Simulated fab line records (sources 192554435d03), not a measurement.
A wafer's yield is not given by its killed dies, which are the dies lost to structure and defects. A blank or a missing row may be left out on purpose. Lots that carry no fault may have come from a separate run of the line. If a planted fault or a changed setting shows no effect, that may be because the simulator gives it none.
fab line records	flow n5Finfet
record lots=9	wafers=27	lastDay=17
route steps=1938 shown SPACER0@261 SD_EPI_N@277 BEOL_M4@1111
lots with no fault: from the same line, run without faults
startH: start of the lot's first displayed wafer, in hours after the record's first day	waitH: hours elapsed since this lot's preceding step	" repeats the value in the row above	L1.1+2: a single row standing in for several wafers	- no value, or no start given	* or withheld: withheld	< > ~ a bound
route shown NAME@n: NAME is a module with steps in the file, n the number in the route of the first one	usual: the fault-free wafers' mean and standard deviation	same: alike in all rows	chamber/n: place in a boat	sites: the reading at each site	_std_site: the standard deviation of these	_edge_site: the outer-site mean with the inner-site mean subtracted	radiusMm: for every site, how far away it sits from the centre of the wafer	mask NAME#n: copy n	behind: tool/chamber where the wafer was last shaped	hold: cause of the lot's hold/its duration in hours/its outcome	device: names the non-switching transistor (n, p or np)	end of line: tests run on the same wafers once the route is complete	a step given without rows: its recipe and nothing more	killed: not the wafer's yield, but the dies lost to structure and defects at the first sort	map: dies across one wafer; x = killed, . = not, _ = none there
set.NAME: the setting the step ran with; set.NAME@STEP: the setting that earlier step ran with	model.NAME: the simulator's own value behind a step, which no gauge read
the route's steps for a sample of lots (tables are steps, rows are wafers)
services: a tool's chamber out of use, with start hour (startH, from the record's first day; less than 0 if before it), hours out, and reason
## steps
# step N5_SPACER0_INSPECT_04
# recipe inspectInstrument=darkfield	mode=postDep
# usual rawDefectCount=132/27
lot.wafer	tool	chamber	startH	waitH	rawDefectCount
L806.1	defectInspect-01	-	48.69	0.1	88
L806.2	"	-	"	"	114
L806.3	"	-	"	"	124
L809.3	defectInspect-02	-	65.76	0.1	140
L809.5	"	-	"	"	72
L809.6	"	-	"	"	78
L811.1	defectInspect-02	-	79.25	0.1	127
L811.3	"	-	"	"	146
L811.4	"	-	"	"	152
L819.1	defectInspect-01	-	127.03	0.1	140
L819.3	"	-	"	"	122
L819.6	"	-	"	"	113
L820.1	defectInspect-02	-	135.77	0.1	129
L820.2	"	-	"	"	158
L820.4	"	-	"	"	110
L823.2	defectInspect-01	-	151.36	0.1	123
L823.3	"	-	"	"	148
L823.5	"	-	"	"	148
L824.2	defectInspect-01	-	160.65	0.1	159
L824.3	"	-	"	"	137
L824.4	"	-	"	"	174
L825.4	defectInspect-01	-	164.99	0.1	98
L825.5	"	-	"	"	118
L825.6	"	-	"	"	142
L828.3	defectInspect-01	-	180.39	0.1	122
L828.5	"	-	"	"	109
L828.6	"	-	"	"	144
# step N5_SD_EPI_N_ETCHBACK_44
# recipe chemistry=CH3F/O2	mode=anisotropicEtchback	target=SiNx	targetDepthA=145	stopOn=SiO2	overEtchFrac=0.3	ionEnergyEv=120	pressureMtorr=30	sourceW=395	biasW=73	Ar_flow_sccm=150	CH3F_flow_sccm=30	O2_flow_sccm=20
# usual drypumpMotorCurrentA=5.8/0.42	oesProductAu=0.68/0.079	rfVppV=299/7.2	showerheadPlenumPTorr=2.01/0.07	throttleValvePct=16.33/0.21
lot.wafer	tool	chamber	startH	waitH	drypumpMotorCurrentA	oesProductAu	rfHoursCounterH	rfVppV	showerheadPlenumPTorr	throttleValvePct
L806.1	rieDiel-03	0	49.64	0.0	5.8	0.60	231	304	1.98	16.54
L806.2	"	1	"	"	6.2	0.61	229	294	2.07	16.64
L806.3	"	2	"	"	4.8	0.61	218	300	1.99	16.61
L809.3	rieDiel-04	3	66.96	0.0	5.5	0.76	23	284	1.95	16.04
L809.5	"	1	"	"	5.7	0.66	-	299	2.10	16.26
L809.6	"	0	"	"	5.5	0.60	-	298	1.90	16.45
L811.1	rieDiel-02	2	80.16	0.0	5.9	0.66	130	288	1.93	16.35
L811.3	"	0	"	"	5.9	0.80	20	306	2.04	16.09
L811.4	"	1	"	"	5.6	0.61	197	293	1.90	16.36
L819.1	rieDiel-03	0	129.84	0.0	5.7	0.58	260	302	1.97	16.59
L819.3	"	3	"	"	6.1	0.76	40	305	2.03	16.22
L819.6	"	0	"	"	5.7	0.58	-	303	1.97	16.60
L820.1	rieDiel-03	2	136.86	0.0	4.8	0.59	258	300	1.98	16.68
L820.2	"	3	"	"	6.1	0.74	44	306	2.03	16.25
L820.4	"	3	"	"	6.1	0.75	-	308	2.03	16.23
L823.2	rieDiel-03	2	152.26	0.0	4.8	0.59	266	301	1.97	16.71
L823.3	"	3	"	"	6.1	0.74	52	307	2.03	16.25
L823.5	"	1	"	"	6.2	0.80	-	303	2.06	16.28
L824.2	rieDiel-03	1	161.43	0.0	6.2	0.79	10	302	2.06	16.29
L824.3	"	3	"	"	6.1	0.73	55	307	2.03	16.26
L824.4	"	1	"	"	6.2	0.79	-	303	2.06	16.29
L825.4	rieDiel-04	3	165.77	0.0	5.5	0.72	54	284	1.94	16.09
L825.5	"	0	"	"	5.5	0.79	-	303	2.15	16.08
L825.6	"	1	"	"	5.7	0.65	-	299	2.09	16.29
L828.3	rieDiel-03	3	181.29	0.0	6.1	0.72	64	307	2.02	16.27
L828.5	"	0	"	"	5.7	0.80	-	302	1.97	16.10
L828.6	"	3	"	"	6.1	0.73	-	306	2.02	16.29
# step N5_SD_EPI_N_SD_RECESS_17
# recipe chemistry=HBr/Cl2/O2	targetDepthA=410	maskMaterial=SOC	timeS=23.7	btTimeS=3	pressureMtorr=10	icpW=800	biasW=112	HBr_flow_sccm=150	Cl2_flow_sccm=80	O2_flow_sccm=12
# usual drypumpMotorCurrentA=5.85/0.3	oesProductAu=1.002/0.016	throttleValvePct=36.99/0.25
# same timeS=23.7
lot.wafer	tool	chamber	startH	waitH	drypumpMotorCurrentA	oesProductAu	rfHoursCounterH	throttleValvePct
L806.1	rieSi-02	0	49.91	0.0	5.99	0.974	84	36.95
L806.2	"	1	"	"	5.22	1.008	40	37.65
L806.3	"	3	"	"	5.66	0.990	78	36.83
L809.3	rieSi-06	1	67.23	0.0	5.80	0.996	22	37.09
L809.5	"	2	"	"	6.36	1.012	-	37.07
L809.6	"	3	"	"	6.24	0.993	-	37.12
L811.1	rieSi-06	0	80.43	0.0	5.78	1.010	48	36.57
L811.3	"	1	"	"	5.76	0.987	22	37.09
L811.4	"	0	"	"	5.76	1.005	-	36.59
L819.1	rieSi-06	3	130.11	0.0	6.16	1.030	1	37.08
L819.3	"	2	"	"	6.34	1.020	56	37.07
L819.6	"	2	"	"	6.34	1.001	-	37.06
L820.1	rieSi-04	3	137.13	0.0	5.89	1.009	96	37.23
L820.2	"	1	"	"	5.45	1.000	28	36.73
L820.4	"	0	"	"	5.60	0.992	168	36.71
L823.2	rieSi-04	3	152.53	0.0	5.88	1.011	96	37.24
L823.3	"	0	"	"	5.55	0.981	168	36.70
L823.5	"	1	"	"	5.48	1.006	-	36.73
L824.2	rieSi-06	0	161.70	0.0	5.73	1.006	50	36.59
L824.3	"	3	"	"	6.16	1.028	1	37.08
L824.4	"	2	"	"	6.37	1.015	56	37.06
L825.4	rieSi-04	0	166.04	0.0	5.59	0.981	168	36.70
L825.5	"	0	"	"	5.54	0.990	-	36.73
L825.6	"	1	"	"	5.46	1.009	-	36.75
L828.3	rieSi-02	3	181.56	0.0	5.64	0.995	81	36.83
L828.5	"	0	"	"	5.98	0.957	-	36.94
L828.6	"	3	"	"	5.66	0.986	-	36.82
# step N5_SD_EPI_N_STRIP_38
# recipe chemistry=N2/H2	powerW=1000	tempC=250	h2Frac=0.65	overashFraction=0.3	pressureMtorr=withheld	n2FlowSccm=1750	h2FlowSccm=3250
# usual drypumpMotorCurrentA=5.69/0.22	h2FlowSccm=3247/10	heaterPowerW=337/51	oesProductAu=0.762/0.011
lot.wafer	tool	chamber	startH	waitH	drypumpMotorCurrentA	h2FlowSccm	heaterPowerW	oesProductAu	rfHoursCounterH
L806.1	plasmaAsher-01	1	50.00	0.1	5.73	3255	294	0.767	30
L806.2	"	0	"	"	5.51	3267	309	0.749	30
L806.3	"	1	"	"	5.73	3246	292	0.760	-
L809.3	plasmaAsher-02	1	67.34	0.1	5.48	3249	335	0.764	-
L809.5	"	1	"	"	5.46	3240	322	0.762	-
L809.6	"	0	"	"	6.03	3233	438	0.757	-
L811.1	plasmaAsher-02	0	80.52	0.1	6.03	3256	431	0.763	90
L811.3	"	0	"	"	6.07	3261	418	0.740	-
L811.4	"	1	"	"	5.46	3265	330	0.761	-
L819.1	plasmaAsher-02	1	130.21	0.1	-	-	-	-	-
L819.3	"	0	"	"	-	-	-	-	-
L819.6	"	1	"	"	-	-	-	-	-
L820.1	plasmaAsher-01	1	137.23	0.1	-	-	-	-	-
L820.2	"	0	"	"	-	-	-	-	-
L820.4	"	0	"	"	-	-	-	-	-
L823.2	plasmaAsher-01	1	152.63	0.1	5.77	3253	291	0.755	51
L823.3	"	1	"	"	5.73	3251	286	0.754	-
L823.5	"	0	"	"	5.52	3243	314	0.769	-
L824.2	plasmaAsher-01	0	161.80	0.1	5.57	3240	309	0.767	52
L824.3	"	0	"	"	5.53	3247	301	0.783	-
L824.4	"	1	"	"	5.75	3254	302	0.752	-
L825.4	plasmaAsher-01	0	166.15	0.1	5.52	3246	310	0.788	-
L825.5	"	0	"	"	5.52	3259	302	0.773	-
L825.6	"	1	"	"	5.75	3238	298	0.763	-
L828.3	plasmaAsher-02	0	181.67	0.1	6.04	3254	433	0.764	-
L828.5	"	0	"	"	6.02	3254	425	0.749	-
L828.6	"	1	"	"	5.47	3256	333	0.772	-
# step N5_BEOL_M4_RC_MEAS_101
# usual DIBL_N=36.0/1.7	DIBL_P=35.8/2	IOFF_N=0.15/0.03	IOFF_P=0.20/0.037	ION_N=670/12	ION_P=460/7.2	SS_N=71.5/0.68	SS_P=73.2/0.65	VT_N=250/3.1	VT_P=-251/3.4
lot.wafer	tool	chamber	startH	waitH	DIBL_N[mV/V]	DIBL_P[mV/V]	IOFF_N[nA/um]	IOFF_P[nA/um]	ION_N[uA/um]	ION_P[uA/um]	SS_N[mV/dec]	SS_P[mV/dec]	VT_N[mV]	VT_P[mV]
L809.3	prober-02	0	177.73	0.3	38.8	39.1	0.20	0.28	671	463	72.0	74.1	246	-244
L809.5	"	0	"	"	37.2	37.0	0.16	0.22	664	459	71.6	72.7	249	-247
L809.6	"	0	"	"	36.9	35.8	0.14	0.21	667	460	72.1	73.2	250	-250
L806.1	prober-01	0	178.10	0.0	36.0	37.1	0.17	0.24	684	471	71.4	73.4	249	-247
L806.2	"	0	"	"	37.1	37.0	0.18	0.23	682	464	71.3	73.3	248	-248
L806.3	"	0	"	"	36.7	36.6	0.18	0.23	669	467	71.6	73.3	249	-247
L811.1	prober-02	0	200.82	0.0	33.1	33.7	0.12	0.15	662	454	71.1	73.2	252	-255
L811.3	"	0	"	"	35.5	36.5	0.16	0.18	666	449	71.8	73.2	248	-254
L811.4	"	0	"	"	34.2	35.5	0.14	0.18	682	469	71.3	72.5	251	-255
L819.1	prober-01	0	255.01	0.0	36.2	35.7	0.14	0.19	658	453	71.2	72.7	252	-252
L819.3	"	0	"	"	35.2	35.6	0.14	0.20	684	470	71.1	73.4	250	-250
L819.6	"	0	"	"	35.0	34.7	0.12	0.18	655	460	70.1	72.7	254	-251
L820.1	prober-02	0	261.88	0.0	34.5	34.6	0.12	0.16	667	455	71.1	72.6	252	-255
L820.2	"	0	"	"	37.2	37.2	0.16	0.19	676	457	71.5	72.8	250	-254
L820.4	"	0	"	"	37.5	38.0	0.16	0.20	672	460	72.1	73.8	252	-253
L824.2	prober-01	0	274.55	0.2	37.5	38.7	0.19	0.21	678	456	72.3	73.8	251	-252
L824.3	"	0	"	"	34.2	34.3	0.12	0.15	670	455	71.8	73.0	255	-259
L824.4	"	0	"	"	33.3	33.9	0.11	0.14	655	443	71.4	72.8	255	-259
L823.2	prober-02	0	282.10	0.2	34.7	33.5	0.13	0.19	671	460	71.4	72.2	252	-249
L823.3	"	0	"	"	36.5	35.0	0.15	0.22	647	448	72.0	72.6	251	-247
L823.5	"	0	"	"	36.4	35.7	0.15	0.22	658	456	71.8	72.8	251	-247
L825.4	prober-01	0	290.17	0.5	35.0	35.2	0.14	0.21	677	466	70.9	73.5	249	-249
L825.5	"	0	"	"	36.0	35.9	0.16	0.21	683	461	71.0	73.1	250	-250
L825.6	"	0	"	"	36.9	37.6	0.17	0.24	690	470	71.8	73.5	250	-246
L828.3	prober-02	0	305.41	0.3	34.7	33.1	0.14	0.17	671	462	71.1	72.5	248	-253
L828.5	"	0	"	"	35.7	35.3	0.15	0.20	684	465	70.8	73.3	247	-252
L828.6	"	0	"	"	37.3	35.7	0.17	0.21	665	457	71.3	72.6	248	-250
## services
tool	chamber	startH	hours	kind
rieDiel-02	-	34.89	0.7	repair
plasmaAsher-02	-	39.89	3.0	repair
plasmaAsher-01	-	52.38	1.9	repair
rieDiel-02	1	56.93	4.6	repair
rieDiel-03	0	57.56	11.0	repair
rieDiel-04	2	58.03	14.0	repair
rieSi-02	1	60.39	3.9	repair
rieDiel-02	0	91.45	11.1	repair
plasmaAsher-02	-	94.49	0.5	repair
rieDiel-02	3	99.64	9.0	repair
rieDiel-03	1	103.52	-	clean
rieDiel-03	1	103.52	-	consumableReplace:esc
rieDiel-03	1	103.52	-	consumableReplace:focusRing
rieDiel-03	1	103.52	35.4	scheduledDown
rieDiel-03	1	103.52	35.4	ventCycle
plasmaAsher-02	-	115.07	5.4	repair
rieDiel-02	3	117.67	8.6	repair
rieDiel-04	-	122.84	15.6	pm
rieSi-02	-	131.47	0.4	repair
rieDiel-03	0	138.96	-	clean
plasmaAsher-01	-	156.58	0.9	repair
rieSi-04	2	157.17	3.0	repair
plasmaAsher-01	-	177.33	0.8	repair
rieSi-02	1	178.55	1.8	repair
## key
firstSign step=N5_SD_EPI_N_STRIP_38	reading=toolRecord	direction=missing
effect none on later readings
metAt N5_SD_EPI_N_STRIP_38
struckLots L819,L820
notActingAt N5_SPACER0_INSPECT_04,N5_SD_EPI_N_ETCHBACK_44,N5_SD_EPI_N_SD_RECESS_17
onsetBetween 80.52 130.21
fault kind=skippedStepWhole	tool=plasmaAsher-01,plasmaAsher-02	chamber=-	onsetH=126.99	steps=N5_SD_EPI_N_STRIP_38	scope=struckLotsOnly
